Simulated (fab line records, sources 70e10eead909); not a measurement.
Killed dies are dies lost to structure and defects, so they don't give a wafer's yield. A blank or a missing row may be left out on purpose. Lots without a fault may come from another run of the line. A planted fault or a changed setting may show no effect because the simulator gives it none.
Which tool did it? | flow nand_harc | 24 lots, 72 wafers sampled, at 6 steps of a route of 1159

WHAT THE GAUGES READ, wafer by wafer
NHARC_P_M1_INSPECT_11. Usual: raw_defect_count 3.5, standard deviation 1.9.
lot  | measured     | on                | raw_defect_count | flag
L074 | day 6 02:53  | defect_inspect-01 | 4 3 1            |
L075 | day 6 15:58  | defect_inspect-01 | 3 8 4            |
L076 | day 6 16:25  | defect_inspect-01 | 4 3 7            |
L077 | day 6 18:04  | defect_inspect-01 | 2 5 1            |
L079 | day 7 08:43  | defect_inspect-02 | 5 5 2            |
L078 | day 7 09:36  | defect_inspect-01 | 5 4 4            |
L080 | day 7 09:47  | defect_inspect-02 | 2 3 4            |
L081 | day 7 16:55  | defect_inspect-02 | 4 3 2            |
L083 | day 8 03:16  | defect_inspect-01 | 4 2 1            |
L082 | day 8 05:59  | defect_inspect-01 | 3 5 6            |
L085 | day 8 17:07  | defect_inspect-01 | 3 2 5            |
L084 | day 8 17:17  | defect_inspect-02 | 2 3 3            |
L086 | day 9 05:53  | defect_inspect-02 | 6 9 7            |
L088 | day 9 06:14  | defect_inspect-02 | 1 4 4            |
L087 | day 9 07:04  | defect_inspect-01 | 5 6 4            |
L089 | day 9 22:28  | defect_inspect-02 | 10 5 3           |
L090 | day 9 23:01  | defect_inspect-01 | 5 2 2            |
L092 | day 10 08:14 | defect_inspect-01 | 5 3 4            |
L091 | day 10 09:02 | defect_inspect-02 | 3 4 3            |
L093 | day 10 12:48 | defect_inspect-02 | 3 2 2            |
L094 | day 11 00:51 | defect_inspect-02 | 4 5 5            |
L095 | day 11 05:20 | defect_inspect-02 | 3 3 4            |
L097 | day 11 10:13 | defect_inspect-01 | 2 1 4            |
L096 | day 11 11:20 | defect_inspect-01 | 1 1 2            |

NHARC_A_SOURCE_PLATE_THK_MEAS_09: measures by ellipsometry. Usual: thk_nm 9.8 nm, standard deviation 0.89.
lot  | measured     | on            | thk_nm (nm)    | flag
L074 | day 7 00:35  | film_metro-01 | 11.1 10.4 11.5 |
L075 | day 7 13:51  | film_metro-01 | 9.7 11.6 9.5   |
L076 | day 7 13:50  | film_metro-02 | 10.3 9.7 9.5   |
L077 | day 7 13:52  | film_metro-01 | 9.0 9.0 8.9    |
L079 | day 8 06:59  | film_metro-01 | 9.9 9.8 9.7    |
L078 | day 8 06:59  | film_metro-01 | 10.3 10.9 9.8  |
L080 | day 8 06:59  | film_metro-02 | 9.8 9.8 10.4   |
L081 | day 8 14:59  | film_metro-01 | 9.9 8.1 9.9    |
L083 | day 9 01:20  | film_metro-02 | 9.2 8.8 8.8    |
L082 | day 9 01:20  | film_metro-01 | 8.9 11.2 9.8   |
L085 | day 9 16:56  | film_metro-02 | 8.8 9.1 10.2   |
L084 | day 9 16:56  | film_metro-02 | 9.6 9.1 9.4    |
L086 | day 10 03:40 | film_metro-01 | 8.5 8.5 9.9    |
L088 | day 10 03:40 | film_metro-02 | 9.3 8.4 9.4    |
L087 | day 10 03:40 | film_metro-01 | 7.9 10.3 9.3   |
L089 | day 10 20:26 | film_metro-01 | 11.4 9.0 8.9   |
L090 | day 10 20:26 | film_metro-02 | 10.5 8.4 11.0  |
L092 | day 11 07:14 | film_metro-01 | 10.2 8.8 11.6  |
L091 | day 11 07:14 | film_metro-02 | 10.2 9.1 9.5   |
L093 | day 11 14:38 | film_metro-01 | 10.0 8.3 9.9   |
L094 | day 12 00:04 | film_metro-02 | 9.9 9.5 9.0    |
L095 | day 12 03:49 | film_metro-02 | 9.5 12.4 9.1   |
L097 | day 12 08:16 | film_metro-01 | 9.6 11.4 10.3  |
L096 | day 12 08:16 | film_metro-02 | 9.5 9.4 10.8   |

NHARC_A_CHANNEL_HOLE_D1_CD_MEAS_30. Usual: cd_nm 90.3 nm, standard deviation 0.84.
lot  | measured     | on        | cd_nm (nm)     | flag
L074 | day 8 13:12  | cd_sem-03 | 92.1 89.4 90.1 |
L075 | day 9 04:16  | cd_sem-03 | 91.2 89.9 90.6 |
L076 | day 9 07:38  | cd_sem-03 | 88.7 90.4 88.6 |
L077 | day 9 03:31  | cd_sem-02 | 90.2 90.8 91.1 |
L079 | day 9 18:58  | cd_sem-02 | 88.7 91.2 90.9 |
L078 | day 9 23:08  | cd_sem-02 | 90.8 90.5 91.0 |
L080 | day 9 19:09  | cd_sem-03 | 90.1 90.7 91.8 |
L081 | day 10 03:26 | cd_sem-02 | 92.0 91.1 92.7 |
L083 | day 10 15:00 | cd_sem-03 | 90.6 90.6 91.6 |
L082 | day 10 14:31 | cd_sem-02 | 92.1 90.6 89.9 |
L085 | day 11 05:39 | cd_sem-03 | 89.8 88.8 89.1 |
L084 | day 11 04:27 | cd_sem-02 | 91.8 88.7 90.4 |
L086 | day 11 17:47 | cd_sem-03 | 89.9 90.3 89.8 |
L088 | day 11 21:57 | cd_sem-02 | 89.5 89.4 90.2 |
L087 | day 11 18:01 | cd_sem-01 | 91.0 89.1 89.4 |
L089 | day 12 10:01 | cd_sem-01 | 90.0 90.4 91.6 |
L090 | day 12 09:23 | cd_sem-03 | 90.1 90.3 89.8 |
L092 | day 12 22:35 | cd_sem-02 | 90.8 89.9 90.3 |
L091 | day 12 19:15 | cd_sem-01 | 90.0 92.0 89.4 |
L093 | day 13 06:49 | cd_sem-02 | 89.1 89.7 89.2 |
L094 | day 13 11:36 | cd_sem-01 | 89.5 90.5 90.5 |
L095 | day 13 18:53 | cd_sem-01 | 90.3 90.0 90.1 |
L097 | day 13 20:48 | cd_sem-01 | 90.8 90.6 89.6 |
L096 | day 13 22:59 | cd_sem-02 | 91.0 91.4 90.8 |

WHICH TOOL RAN EACH LOT (tool, then ch and the chambers of the sampled wafers, then the start)
lot  | NHARC_P_M0_DESCUM_14               | NHARC_P_M1_PVD_21                       | NHARC_A_CHANNEL_HOLE_D1_ETCH_26
L074 | rie_diel-03 ch 1,2, day 5 22:55    | pvd_sputter-01, day 7 00:35 or earlier  | har_etch-01 ch 0, day 8 11:28
L075 | rie_diel-10 ch 1,2, day 6 11:38    | pvd_sputter-02, day 7 13:51 or earlier  | har_etch-01 ch 0,1, day 9 02:27
L076 | rie_diel-05 ch 1,2,3, day 6 11:54  | pvd_sputter-03, day 7 13:50 or earlier  | har_etch-02 ch 0,1, day 9 05:55
L077 | rie_diel-03 ch 1,2,3, day 6 14:01  | pvd_sputter-01, day 7 13:52 or earlier  | har_etch-02 ch 0,1, day 9 01:46
L079 | rie_diel-10 ch 0,1, day 7 04:43    | pvd_sputter-03, day 8 06:59 or earlier  | har_etch-02 ch 0,1, day 9 17:15
L078 | rie_diel-10 ch 0,2, day 7 05:14    | pvd_sputter-01, day 8 06:59 or earlier  | har_etch-02 ch 0,1, day 9 21:23
L080 | rie_diel-03 ch 0,2,3, day 7 05:44  | pvd_sputter-02, day 8 06:59 or earlier  | har_etch-01 ch 0,1, day 9 17:25
L081 | rie_diel-10 ch 2,3, day 7 12:46    | pvd_sputter-03, day 8 14:59 or earlier  | har_etch-01 ch 0, day 10 01:43
L083 | rie_diel-03 ch 2,3, day 7 23:22    | pvd_sputter-01, day 9 01:20 or earlier  | har_etch-02 ch 0,1, day 10 13:10
L082 | rie_diel-10 ch 0,1,2, day 8 01:48  | pvd_sputter-01, day 9 01:20 or earlier  | har_etch-01 ch 0,1, day 10 12:47
L085 | rie_diel-05 ch 0,2,3, day 8 12:25  | pvd_sputter-03, day 9 16:56 or earlier  | har_etch-01 ch 0,1, day 11 03:55
L084 | rie_diel-03 ch 1,3, day 8 13:16    | pvd_sputter-01, day 9 16:56 or earlier  | har_etch-02 ch 0,1, day 11 02:43
L086 | rie_diel-05 ch 1,2,3, day 9 01:50  | pvd_sputter-03, day 10 03:40 or earlier | har_etch-02 ch 0,1, day 11 16:01
L088 | rie_diel-05 ch 0,1,3, day 9 02:15  | pvd_sputter-02, day 10 03:40 or earlier | har_etch-02 ch 0,1, day 11 20:12
L087 | rie_diel-10 ch 1,3, day 9 03:05    | pvd_sputter-01, day 10 03:40 or earlier | har_etch-01 ch 0, day 11 16:17
L089 | rie_diel-10 ch 0,1,3, day 9 18:27  | pvd_sputter-03, day 10 20:26 or earlier | har_etch-02 ch 0,1, day 12 08:12
L090 | rie_diel-10 ch 0,2,3, day 9 18:55  | pvd_sputter-03, day 10 20:26 or earlier | har_etch-01 ch 0, day 12 07:38
L092 | rie_diel-10 ch 0,3, day 10 03:53   | pvd_sputter-02, day 11 07:14 or earlier | har_etch-02 ch 0,1, day 12 20:45
L091 | rie_diel-10 ch 1,2,3, day 10 05:00 | pvd_sputter-03, day 11 07:14 or earlier | har_etch-01 ch 0,1, day 12 17:33
L093 | rie_diel-10 ch 1,2, day 10 08:46   | pvd_sputter-01, day 11 14:38 or earlier | har_etch-02 ch 1, day 13 05:04
L094 | rie_diel-05 ch 1,2,3, day 10 20:41 | pvd_sputter-02, day 12 00:04 or earlier | har_etch-01 ch 0,1, day 13 09:55
L095 | rie_diel-03 ch 1,3, day 11 01:26   | pvd_sputter-02, day 12 03:49 or earlier | har_etch-02 ch 0,1, day 13 17:08
L097 | rie_diel-10 ch 0,1,2, day 11 06:18 | pvd_sputter-01, day 12 08:16 or earlier | har_etch-01 ch 1, day 13 18:56
L096 | rie_diel-03 ch 0,1,3, day 11 07:27 | pvd_sputter-03, day 12 08:16 or earlier | har_etch-02 ch 0,1, day 13 21:16
- NHARC_P_M0_DESCUM_14: chemistry O2, time 3 s.
- NHARC_P_M1_PVD_21: deposits Cu, target thk 30 nm, time 20.49 s.
- NHARC_A_CHANNEL_HOLE_D1_ETCH_26: etches the open film in C4F8/O2/Ar, time 224.1 s, target depth 300 nm.

WHAT THE TOOLS THEMSELVES READ (means of the sampled wafers that have a number; where no wafer has one, the mark that the record gives instead)
NHARC_P_M0_DESCUM_14. Usual: drypump_motor_current_A 5.6 A, standard deviation 0.41; oes_product_au 1.000 a.u., standard deviation 0.008; rf_vpp_V 57.7 V, standard deviation 0.82; showerhead_plenum_p_Torr 1.91 Torr, standard deviation 0.079; throttle_valve_pct 11.310 %, standard deviation 0.0094.
lot  | tool        | drypump_motor_current_A (A) | oes_product_au (a.u.) | rf_vpp_V (V) | showerhead_plenum_p_Torr (Torr) | throttle_valve_pct (%) | flag
L074 | rie_diel-03 | 5.6                         | 1.006                 | 56.9         | 1.80                            | 11.309                 |
L075 | rie_diel-10 | 5.5                         | 0.991                 | 58.1         | 1.96                            | 11.307                 |
L076 | rie_diel-05 | 5.9                         | 1.002                 | 58.2         | 1.91                            | 11.319                 |
L077 | rie_diel-03 | 5.8                         | 1.008                 | 57.8         | 1.82                            | 11.304                 |
L079 | rie_diel-10 | 5.4                         | 0.995                 | 57.5         | 1.93                            | 11.313                 |
L078 | rie_diel-10 | 5.3                         | 1.004                 | 58.2         | 1.95                            | 11.313                 |
L080 | rie_diel-03 | 6.0                         | 1.006                 | 57.1         | 1.83                            | 11.313                 |
L081 | rie_diel-10 | 5.3                         | 0.990                 | 57.8         | 2.00                            | 11.306                 |
L083 | rie_diel-03 | 6.0                         | 1.009                 | 57.1         | 1.84                            | 11.307                 |
L082 | rie_diel-10 | 5.4                         | 1.002                 | 57.2         | 1.95                            | 11.309                 |
L085 | rie_diel-05 | 5.9                         | 0.995                 | 57.1         | 1.91                            | 11.311                 |
L084 | rie_diel-03 | 5.7                         | 1.012                 | 56.9         | 1.85                            | 11.312                 |
L086 | rie_diel-05 | 5.9                         | 1.004                 | 57.7         | 1.91                            | 11.304                 |
L088 | rie_diel-05 | 5.4                         | 1.001                 | 57.9         | 1.85                            | 11.307                 |
L087 | rie_diel-10 | 5.6                         | 0.999                 | 57.7         | 1.97                            | 11.309                 |
L089 | rie_diel-10 | 5.6                         | 0.995                 | 58.0         | 1.96                            | 11.301                 |
L090 | rie_diel-10 | 5.4                         | 1.000                 | 58.0         | 1.98                            | 11.307                 |
L092 | rie_diel-10 | 5.6                         | 1.000                 | 58.2         | 1.99                            | 11.315                 |
L091 | rie_diel-10 | 5.5                         | 0.997                 | 58.1         | 1.98                            | 11.306                 |
L093 | rie_diel-10 | 5.4                         | 1.004                 | 58.0         | 1.97                            | 11.314                 |
L094 | rie_diel-05 | 5.9                         | 0.999                 | 57.8         | 1.91                            | 11.292                 |
L095 | rie_diel-03 | 5.6                         | 0.997                 | 56.9         | 1.83                            | 11.313                 |
L097 | rie_diel-10 | 5.4                         | 0.989                 | 58.2         | 1.95                            | 11.316                 |
L096 | rie_diel-03 | 5.7                         | 0.991                 | 57.8         | 1.84                            | 11.311                 |

NHARC_P_M1_PVD_21. Usual: throttle_valve_pct 30.4 %, standard deviation 1.3.
lot  | tool           | throttle_valve_pct (%) | flag
L074 | pvd_sputter-01 | 30.0                   |
L075 | pvd_sputter-02 | 29.1                   |
L076 | pvd_sputter-03 | 31.5                   |
L077 | pvd_sputter-01 | 30.9                   |
L079 | pvd_sputter-03 | 30.8                   |
L078 | pvd_sputter-01 | 30.6                   |
L080 | pvd_sputter-02 | 30.4                   |
L081 | pvd_sputter-03 | 31.3                   |
L083 | pvd_sputter-01 | 31.2                   |
L082 | pvd_sputter-01 | 30.0                   |
L085 | pvd_sputter-03 | 30.8                   |
L084 | pvd_sputter-01 | 30.1                   |
L086 | pvd_sputter-03 | 30.9                   |
L088 | pvd_sputter-02 | 29.9                   |
L087 | pvd_sputter-01 | 30.7                   |
L089 | pvd_sputter-03 | 32.1                   |
L090 | pvd_sputter-03 | 31.5                   |
L092 | pvd_sputter-02 | 30.5                   |
L091 | pvd_sputter-03 | 31.3                   |
L093 | pvd_sputter-01 | 29.9                   |
L094 | pvd_sputter-02 | 30.3                   |
L095 | pvd_sputter-02 | 30.5                   |
L097 | pvd_sputter-01 | 30.7                   |
L096 | pvd_sputter-03 | 30.9                   |

NHARC_A_CHANNEL_HOLE_D1_ETCH_26. Usual: drypump_motor_current_A 5.9 A, standard deviation 0.62; showerhead_plenum_p_Torr 3.68 Torr, standard deviation 0.11; throttle_valve_pct 24.585 %, standard deviation 0.0095.
lot  | tool        | drypump_motor_current_A (A) | showerhead_plenum_p_Torr (Torr) | throttle_valve_pct (%) | flag
L074 | har_etch-01 | 6.1                         | 3.63                            | 24.587                 |
L075 | har_etch-01 | 5.8                         | 3.65                            | 24.579                 |
L076 | har_etch-02 | 5.9                         | 3.78                            | 24.584                 |
L077 | har_etch-02 | 6.3                         | 3.69                            | 24.588                 |
L079 | har_etch-02 | 6.3                         | 3.68                            | 24.582                 |
L078 | har_etch-02 | 5.9                         | 3.77                            | 24.578                 |
L080 | har_etch-01 | 5.4                         | 3.66                            | 24.573                 |
L081 | har_etch-01 | 6.1                         | 3.62                            | 24.599                 |
L083 | har_etch-02 | 6.3                         | 3.68                            | 24.589                 |
L082 | har_etch-01 | 5.4                         | 3.65                            | 24.584                 |
L085 | har_etch-01 | 5.4                         | 3.65                            | 24.577                 |
L084 | har_etch-02 | 5.9                         | 3.77                            | 24.589                 |
L086 | har_etch-02 | 5.9                         | 3.76                            | 24.579                 |
L088 | har_etch-02 | 5.9                         | 3.76                            | 24.582                 |
L087 | har_etch-01 | 6.1                         | 3.61                            | 24.587                 |
L089 | har_etch-02 | 6.3                         | 3.66                            | 24.592                 |
L090 | har_etch-01 | 6.1                         | 3.61                            | 24.580                 |
L092 | har_etch-02 | 5.9                         | 3.75                            | 24.590                 |
L091 | har_etch-01 | 5.4                         | 3.64                            | 24.590                 |
L093 | har_etch-02 | 5.6                         | 3.85                            | 24.579                 |
L094 | har_etch-01 | 5.4                         | 3.64                            | 24.579                 |
L095 | har_etch-02 | 6.3                         | 3.65                            | 24.578                 |
L097 | har_etch-01 | 5.1                         | 3.65                            | 24.592                 |
L096 | har_etch-02 | 5.9                         | 3.75                            | 24.588                 |

THE ANSWER, worked out from the rows above alone
Rule: a lot is off if the mean of its wafers that have a number lies more than 3 standard deviations from the usual mean. A lot without any number at a reading at which 4 lots or more have one is off too. The other lots that the step has rows for count as sound. The gauges are gone through in route order, then the tools' own readings, and for those a lot's mean is taken as printed above. The first step at which some lot is off is used, and at that step the reading that is off furthest; a lot without a number counts as furthest.
No lot is off at any reading shown: from this, nothing can be told.

WHAT THE SIMULATOR HAD PUT IN
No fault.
